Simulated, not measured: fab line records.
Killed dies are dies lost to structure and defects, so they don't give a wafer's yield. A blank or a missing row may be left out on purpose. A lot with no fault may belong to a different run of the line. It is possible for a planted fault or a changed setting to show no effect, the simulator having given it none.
Which tool did it? :: flow n5 finfet :: 9 lots, 27 wafers sampled, at 5 steps of a route of 1938

## WHAT THE GAUGES READ, wafer by wafer
N5_START_INSPECT_01: inspects for defects (unpatterned scan). Usual: 5.1 for raw defect count, sd 2.2.
lot: L682
measured: day 1 12:02
on: defect inspect-01
raw defect count: 5 6 4
flag: 

lot: L686
measured: day 2 12:02
on: defect inspect-01
raw defect count: 3 4 5
flag: 

lot: L687
measured: day 2 18:02
on: defect inspect-01
raw defect count: 7 6 8
flag: 

lot: L688
measured: day 3 00:02
on: defect inspect-02
raw defect count: 4 4 3
flag: 

lot: L689
measured: day 3 06:02
on: defect inspect-02
raw defect count: 4 4 5
flag: 

lot: L692
measured: day 4 00:02
on: defect inspect-01
raw defect count: 4 6 5
flag: 

lot: L703
measured: day 6 18:02
on: defect inspect-01
raw defect count: 5 5 8
flag: 

lot: L704
measured: day 7 00:02
on: defect inspect-01
raw defect count: 8 3 3
flag: 

lot: L705
measured: day 7 06:02
on: defect inspect-01
raw defect count: 4 1 4
flag: 

N5_BEOL_M4_RC_MEAS_101. Usual: CJ_N 4.33, standard deviation 0.081; DIBL_N 36.4 mV/V, standard deviation 1.5; DIBL_P 36.6 mV/V, standard deviation 1.9; IOFF_N 0.155 nA/um, standard deviation 0.021; IOFF_N_85C 3.0 nA/um, standard deviation 0.35; IOFF_N_LIN 0.072 nA/um, standard deviation 0.0082; IOFF_P 0.211 nA/um, standard deviation 0.028; ION_N 671 uA/um, standard deviation 8.6; ION_P 462 uA/um, standard deviation 5.8; RS_PWELL 3008 ohm/sq, standard deviation 27; SS_N 71.5 mV/dec, standard deviation 0.5; SS_P 73.4 mV/dec, standard deviation 0.58; VT_N 250.1 mV, standard deviation 2.4; VT_P -250.1 mV, standard deviation 3.
lot: L682
measured: day 7 23:52
on: prober-02
CJ_N: 4.17 4.23 4.25
DIBL_N (mV/V): 35.7 35.3 35.8
DIBL_P (mV/V): 35.0 35.4 34.5
IOFF_N (nA/um): 0.134 0.138 0.142
IOFF_N_85C (nA/um): 2.7 2.8 2.9
IOFF_N_LIN (nA/um): 0.065 0.067 0.069
IOFF_P (nA/um): 0.193 0.200 0.189
ION_N (uA/um): 674 667 685
ION_P (uA/um): 457 464 461
RS_PWELL (ohm/sq): 3015 3019 2988
SS_N (mV/dec): 71.2 71.4 71.5
SS_P (mV/dec): 72.5 72.0 72.8
VT_N (mV): 250.6 248.9 250.2
VT_P (mV): -250.8 -251.9 -252.8
flag: 

lot: L686
measured: day 8 18:59
on: prober-02
CJ_N: 4.33 4.24 4.30
DIBL_N (mV/V): 35.9 34.8 36.2
DIBL_P (mV/V): 35.7 34.6 35.7
IOFF_N (nA/um): 0.146 0.130 0.145
IOFF_N_85C (nA/um): 2.9 2.6 2.9
IOFF_N_LIN (nA/um): 0.068 0.063 0.069
IOFF_P (nA/um): 0.173 0.158 0.171
ION_N (uA/um): 668 665 664
ION_P (uA/um): 450 448 456
RS_PWELL (ohm/sq): 2972 2972 2983
SS_N (mV/dec): 71.1 70.9 70.9
SS_P (mV/dec): 73.6 73.4 73.4
VT_N (mV): 250.3 251.9 248.6
VT_P (mV): -254.6 -256.9 -255.1
flag: 

lot: L687
measured: day 8 22:37
on: prober-01
CJ_N: 4.42 4.40 4.40
DIBL_N (mV/V): 34.9 34.0 33.9
DIBL_P (mV/V): 34.8 33.9 33.5
IOFF_N (nA/um): 0.137 0.129 0.126
IOFF_N_85C (nA/um): 2.8 2.6 2.6
IOFF_N_LIN (nA/um): 0.066 0.063 0.063
IOFF_P (nA/um): 0.224 0.204 0.202
ION_N (uA/um): 657 661 660
ION_P (uA/um): 464 463 466
RS_PWELL (ohm/sq): 3040 3019 3019
SS_N (mV/dec): 70.6 70.9 71.0
SS_P (mV/dec): 72.8 72.6 72.7
VT_N (mV): 254.1 256.0 249.6
VT_P (mV): -246.3 -251.0 -251.1
flag: 

lot: L688
measured: day 9 15:51
on: prober-02
CJ_N: 1.42 1.42 1.43
DIBL_N (mV/V): 50.5 50.6 55.0
DIBL_P (mV/V): 36.7 33.9 36.1
IOFF_N (nA/um): 0.982 0.948 1.478
IOFF_N_85C (nA/um): 14.4 14.0 20.2
IOFF_N_LIN (nA/um): 0.131 0.116 0.142
IOFF_P (nA/um): 0.208 0.179 0.205
ION_N (uA/um): 693 685 692
ION_P (uA/um): 460 459 462
RS_PWELL (ohm/sq): 3205 3178 3218
SS_N (mV/dec): 86.2 87.8 91.6
SS_P (mV/dec): 73.4 72.0 73.7
VT_N (mV): 246.0 245.4 246.7
VT_P (mV): -250.0 -253.1 -252.4
flag: OFF

lot: L689
measured: day 9 16:14
on: prober-01
CJ_N: 4.26 4.34 4.25
DIBL_N (mV/V): 37.1 36.5 36.7
DIBL_P (mV/V): 38.8 37.6 38.3
IOFF_N (nA/um): 0.171 0.168 0.163
IOFF_N_85C (nA/um): 3.3 3.2 3.2
IOFF_N_LIN (nA/um): 0.078 0.078 0.077
IOFF_P (nA/um): 0.237 0.222 0.237
ION_N (uA/um): 675 674 675
ION_P (uA/um): 466 463 464
RS_PWELL (ohm/sq): 2992 2967 2979
SS_N (mV/dec): 72.0 71.3 71.5
SS_P (mV/dec): 73.4 73.5 73.5
VT_N (mV): 248.3 247.9 249.0
VT_P (mV): -246.5 -247.4 -246.5
flag: 

lot: L692
measured: day 10 14:41
on: prober-02
CJ_N: 1.41 1.39 1.37
DIBL_N (mV/V): 56.2 54.1 55.2
DIBL_P (mV/V): 37.2 36.2 35.3
IOFF_N (nA/um): 1.906 1.587 1.685
IOFF_N_85C (nA/um): 25.4 22.0 22.8
IOFF_N_LIN (nA/um): 0.169 0.153 0.149
IOFF_P (nA/um): 0.237 0.221 0.204
ION_N (uA/um): 696 691 684
ION_P (uA/um): 468 458 461
RS_PWELL (ohm/sq): 3175 3193 3184
SS_N (mV/dec): 94.2 92.3 94.9
SS_P (mV/dec): 73.1 73.0 72.8
VT_N (mV): 243.9 245.2 247.0
VT_P (mV): -246.7 -246.5 -252.6
flag: OFF

lot: L703
measured: day 13 15:49
on: prober-01
CJ_N: 4.36 4.36 4.32
DIBL_N (mV/V): 39.8 39.0 38.5
DIBL_P (mV/V): 41.7 41.0 39.3
IOFF_N (nA/um): 0.233 0.208 0.171
IOFF_N_85C (nA/um): 4.3 4.0 3.3
IOFF_N_LIN (nA/um): 0.104 0.093 0.077
IOFF_P (nA/um): 0.282 0.272 0.232
ION_N (uA/um): 702 686 672
ION_P (uA/um): 480 467 463
RS_PWELL (ohm/sq): 3025 3049 3021
SS_N (mV/dec): 72.2 72.0 71.9
SS_P (mV/dec): 74.6 74.7 73.8
VT_N (mV): 243.9 247.7 251.6
VT_P (mV): -246.3 -247.1 -249.3
flag: 

lot: L704
measured: day 13 09:25
on: prober-01
CJ_N: 4.19 4.21 4.28
DIBL_N (mV/V): 32.6 34.9 34.2
DIBL_P (mV/V): 33.7 35.5 34.8
IOFF_N (nA/um): 0.128 0.152 0.143
IOFF_N_85C (nA/um): 2.6 2.9 2.8
IOFF_N_LIN (nA/um): 0.061 0.071 0.068
IOFF_P (nA/um): 0.168 0.209 0.188
ION_N (uA/um): 670 677 679
ION_P (uA/um): 469 471 467
RS_PWELL (ohm/sq): 2984 2943 2968
SS_N (mV/dec): 71.4 71.3 71.7
SS_P (mV/dec): 72.8 73.7 73.1
VT_N (mV): 252.5 249.9 251.6
VT_P (mV): -250.6 -246.6 -253.1
flag: 

lot: L705
measured: day 13 20:34
on: prober-02
CJ_N: 4.23 4.18 4.34
DIBL_N (mV/V): 37.5 36.8 38.2
DIBL_P (mV/V): 37.3 37.3 38.1
IOFF_N (nA/um): 0.160 0.155 0.175
IOFF_N_85C (nA/um): 3.2 3.1 3.5
IOFF_N_LIN (nA/um): 0.075 0.075 0.081
IOFF_P (nA/um): 0.168 0.173 0.183
ION_N (uA/um): 675 675 691
ION_P (uA/um): 452 458 461
RS_PWELL (ohm/sq): 2983 2984 3020
SS_N (mV/dec): 72.1 70.9 71.8
SS_P (mV/dec): 73.6 73.6 73.1
VT_N (mV): 248.8 248.2 247.3
VT_P (mV): -257.4 -256.5 -256.1
flag: 

## EACH LOT AND THE TOOL THAT RAN IT (in order: tool; ch and the chambers of the sampled wafers; start)
lot: L682
N5_ZERO_LAYER_ETCH_18: rie si-06 ch 1,2,3, day 1 12:55
N5_WELL_APT_IMPLANT_32: implanter-01 ch 0, day 1 15:20
N5_FIN_SAQP_ALD_61: ald sin-03 ch 0,2,3, day 1 21:07

lot: L686
N5_ZERO_LAYER_ETCH_18: rie si-06 ch 0,1,2, day 2 12:55
N5_WELL_APT_IMPLANT_32: implanter-01 ch 0, day 2 15:11
N5_FIN_SAQP_ALD_61: ald sin-03 ch 0,2,3, day 2 20:39

lot: L687
N5_ZERO_LAYER_ETCH_18: rie si-04 ch 0,1,2, day 2 18:50
N5_WELL_APT_IMPLANT_32: implanter-01 ch 0, day 2 22:08
N5_FIN_SAQP_ALD_61: ald sin-02 ch 0,1,2, day 3 04:52

lot: L688
N5_ZERO_LAYER_ETCH_18: rie si-02 ch 0,1,2, day 3 01:09
N5_WELL_APT_IMPLANT_32: implanter-01 ch 0, day 3 03:55
N5_FIN_SAQP_ALD_61: ald sin-03 ch 1,3, day 3 09:28

lot: L689
N5_ZERO_LAYER_ETCH_18: rie si-02 ch 1,2, day 3 06:47
N5_WELL_APT_IMPLANT_32: implanter-02 ch 0, day 3 09:33
N5_FIN_SAQP_ALD_61: ald sin-01 ch 0,2,3, day 3 15:07

lot: L692
N5_ZERO_LAYER_ETCH_18: rie si-04 ch 0,1,3, day 4 01:17
N5_WELL_APT_IMPLANT_32: implanter-01 ch 0, day 4 03:51
N5_FIN_SAQP_ALD_61: ald sin-02 ch 0,2,3, day 4 10:00

lot: L703
N5_ZERO_LAYER_ETCH_18: rie si-02 ch 0,1,2, day 6 19:01
N5_WELL_APT_IMPLANT_32: implanter-02 ch 0, day 6 21:27
N5_FIN_SAQP_ALD_61: ald sin-01 ch 1,3, day 7 02:40

lot: L704
N5_ZERO_LAYER_ETCH_18: rie si-04 ch 0,1, day 7 00:55
N5_WELL_APT_IMPLANT_32: implanter-01 ch 0, day 7 03:30
N5_FIN_SAQP_ALD_61: ald sin-02 ch 0,2,3, day 7 09:22

lot: L705
N5_ZERO_LAYER_ETCH_18: rie si-02 ch 2,3, day 7 06:47
N5_WELL_APT_IMPLANT_32: implanter-02 ch 0, day 7 09:41
N5_FIN_SAQP_ALD_61: ald sin-02 ch 2,3, day 7 14:53
- N5_ZERO_LAYER_ETCH_18: etches Si in HBr/Cl2, target depth 120 nm, time 40 s.
- N5_WELL_APT_IMPLANT_32
- N5_FIN_SAQP_ALD_61: deposits SiO2, target thk 4 nm, pulse time 1 s, purge time 2 s.

## WHAT THE TOOLS THEMSELVES READ (means of the sampled wafers that have a number; where no wafer has one, the mark that the record gives instead)
N5_ZERO_LAYER_ETCH_18. Usual: drypump motor current A 5.8 A, standard deviation 0.48; mfc cl2 sccm 80.04 sccm, standard deviation 0.25; oes product au 1.007 a.u., standard deviation 0.014; throttle valve pct 36.3 %, standard deviation 0.33.
lot: L682
tool: rie si-06
drypump motor current A (A): 5.3
mfc cl2 sccm (sccm): 80.05
oes product au (a.u.): 0.994
throttle valve pct (%): 36.1
flag: 

lot: L686
tool: rie si-06
drypump motor current A (A): 5.7
mfc cl2 sccm (sccm): 80.10
oes product au (a.u.): 1.000
throttle valve pct (%): 36.1
flag: 

lot: L687
tool: rie si-04
drypump motor current A (A): 6.0
mfc cl2 sccm (sccm): 80.06
oes product au (a.u.): 1.008
throttle valve pct (%): 36.5
flag: 

lot: L688
tool: rie si-02
drypump motor current A (A): 5.9
mfc cl2 sccm (sccm): 80.11
oes product au (a.u.): 1.007
throttle valve pct (%): 36.2
flag: 

lot: L689
tool: rie si-02
drypump motor current A (A): 6.3
mfc cl2 sccm (sccm): 80.21
oes product au (a.u.): 1.008
throttle valve pct (%): 35.9
flag: 

lot: L692
tool: rie si-04
drypump motor current A (A): 6.1
mfc cl2 sccm (sccm): 80.10
oes product au (a.u.): 1.001
throttle valve pct (%): 36.6
flag: 

lot: L703
tool: rie si-02
drypump motor current A (A): 5.9
mfc cl2 sccm (sccm): 80.27
oes product au (a.u.): 1.002
throttle valve pct (%): 36.2
flag: 

lot: L704
tool: rie si-04
drypump motor current A (A): 6.2
mfc cl2 sccm (sccm): 80.05
oes product au (a.u.): 1.013
throttle valve pct (%): 36.7
flag: 

lot: L705
tool: rie si-02
drypump motor current A (A): 5.9
mfc cl2 sccm (sccm): 80.08
oes product au (a.u.): 1.028
throttle valve pct (%): 36.3
flag: 

N5_WELL_APT_IMPLANT_32. Usual: dose ions cm2 1.9999e+13, standard deviation 2.1e+10; faraday current uA 254, standard deviation 4.4.
lot: L682
tool: implanter-01
dose ions cm2: 1.9992e+13
faraday current uA: 257
flag: 

lot: L686
tool: implanter-01
dose ions cm2: 2.0003e+13
faraday current uA: 258
flag: 

lot: L687
tool: implanter-01
dose ions cm2: 1.9977e+13
faraday current uA: 254
flag: 

lot: L688
tool: implanter-01
dose ions cm2: 2.0093e+12
faraday current uA: 26
flag: OFF

lot: L689
tool: implanter-02
dose ions cm2: 1.9991e+13
faraday current uA: 252
flag: 

lot: L692
tool: implanter-01
dose ions cm2: 2.0007e+12
faraday current uA: 26
flag: OFF

lot: L703
tool: implanter-02
dose ions cm2: 1.9996e+13
faraday current uA: 251
flag: 

lot: L704
tool: implanter-01
dose ions cm2: 1.9994e+13
faraday current uA: 253
flag: 

lot: L705
tool: implanter-02
dose ions cm2: 1.9988e+13
faraday current uA: 254
flag: 

N5_FIN_SAQP_ALD_61. Usual: heater power w 478 W, standard deviation 48; precursor pulse height rel 1.001, standard deviation 0.019.
lot: L682
tool: ald sin-03
heater power w (W): 431
precursor pulse height rel: 1.010
flag: 

lot: L686
tool: ald sin-03
heater power w (W): 435
precursor pulse height rel: 1.015
flag: 

lot: L687
tool: ald sin-02
heater power w (W): 488
precursor pulse height rel: 0.985
flag: 

lot: L688
tool: ald sin-03
heater power w (W): 482
precursor pulse height rel: 1.000
flag: 

lot: L689
tool: ald sin-01
heater power w (W): 491
precursor pulse height rel: 0.999
flag: 

lot: L692
tool: ald sin-02
heater power w (W): 502
precursor pulse height rel: 1.007
flag: 

lot: L703
tool: ald sin-01
heater power w (W): 481
precursor pulse height rel: 1.011
flag: 

lot: L704
tool: ald sin-02
heater power w (W): 513
precursor pulse height rel: 1.001
flag: 

lot: L705
tool: ald sin-02
heater power w (W): 473
precursor pulse height rel: 1.000
flag: 

## THE ANSWER, worked out from the rows above alone
Rule: take the mean of a lot's wafers that have a number; if it is more than 3 standard deviations from the usual mean, the lot is off. A lot without any number at a reading at which 4 lots or more have one is off too. Any other lot the step has rows for is counted as sound. After the gauges, taken in route order, come the tools' own readings; for these a lot's mean is taken, as printed above. At the first step where some lot is off, the reading lying furthest off is the one used; lots without a number count as furthest.
Off: L688, L692, seen at N5_BEOL_M4_RC_MEAS_101 (IOFF_N).
If a tool, at a process step before that reading, ran all the lots that are off and no sound lot after the first of them, it fits. The gauges at N5_BEOL_M4_RC_MEAS_101 aren't tried: what is off there is off at N5_WELL_APT_IMPLANT_32 too, on other tools, and a gauge's error can't cause that. None of those tried fits.

## WHAT HAD BEEN PUT IN BY THE SIMULATOR
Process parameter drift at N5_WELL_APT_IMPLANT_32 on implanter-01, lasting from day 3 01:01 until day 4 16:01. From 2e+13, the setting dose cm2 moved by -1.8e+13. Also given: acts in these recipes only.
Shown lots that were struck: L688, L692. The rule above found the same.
